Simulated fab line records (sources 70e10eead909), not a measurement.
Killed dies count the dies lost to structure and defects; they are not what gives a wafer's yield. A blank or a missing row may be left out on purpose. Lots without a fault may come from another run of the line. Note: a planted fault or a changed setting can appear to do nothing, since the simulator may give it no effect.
What tool caused it? -- flow nand harc -- Sampling: 6 lots, 18 wafers, 4 of 1159 route steps

## WHAT EACH GAUGE READ, for each wafer
NHARC_END_SORT_01.
lot,measured,on,killed at periphery
L593,day 24 10:16,prober-02,3 1 3
L597,day 24 22:01,prober-02,3
L599,day 25 02:59,prober-02,3 9 8

## TOOL THAT RAN EACH LOT (tool first, then ch and the chambers of the sampled wafers, then the start)
lot,NHARC_P_CONTACT_ETCH_31,NHARC_P_CONTACT_CVD_23,NHARC_P_CONTACT_CMP_24
L578,"rie diel-11 ch 0,1,2, day 6 08:13 or earlier","cvd w-02 ch 0,1, day 6 17:38","cmp-03 ch 0,1,2, day 6 18:11"
L584,"rie diel-08 ch 0,2, day 7 19:59 or earlier","cvd w-02 ch 0, day 7 21:46","cmp-01 ch 0,1,3, day 7 22:20"
L588,"rie diel-08 ch 1,2,3, day 8 23:05 or earlier","cvd w-01 ch 0,1, day 9 00:35","cmp-04 ch 1,3, day 9 02:08"
L593,"rie diel-11 ch 1,3, day 9 20:46 or earlier","cvd w-01 ch 0,1, day 10 00:14","cmp-03 ch 0,2,3, day 10 00:52"
L597,"rie diel-11 ch 0,1,2, day 10 21:16 or earlier","cvd w-02 ch 0,1, day 10 22:26","cmp-04 ch 1,2,3, day 10 23:08"
L599,"rie diel-11 ch 0,1,3, day 11 09:17 or earlier","cvd w-02 ch 0,1, day 11 10:28","cmp-01 ch 1,2, day 11 11:08"
- NHARC_P_CONTACT_ETCH_31: etches the open film in CH3F/O2, target depth 30 nm, time 85.7 s.
- NHARC_P_CONTACT_CVD_23: deposits W, target thk 200 nm, time 557 s.
- NHARC_P_CONTACT_CMP_24: polishes, t overpolish 30 s, target thk 200 nm.

## THE ANSWER, worked out from the rows above alone
Rule: usual is defined by the lots themselves. The widest of any qualifying gaps counts: lots, ordered by their means at a reading, are off when they make up no more than a third of the lots, leave a main group of 4 or more, and stand apart from it by 3 or more times the standard deviation of that group's means. The tables above print the reading to a certain number of digits; a main group whose means all agree to those digits is not used. A lot without any number at a reading at which 4 lots or more have one is off too. Any other lot the step has rows for is counted as sound.
Nothing can be told from this: no lot is off at any reading shown.

## WHAT HAD BEEN PUT IN BY THE SIMULATOR
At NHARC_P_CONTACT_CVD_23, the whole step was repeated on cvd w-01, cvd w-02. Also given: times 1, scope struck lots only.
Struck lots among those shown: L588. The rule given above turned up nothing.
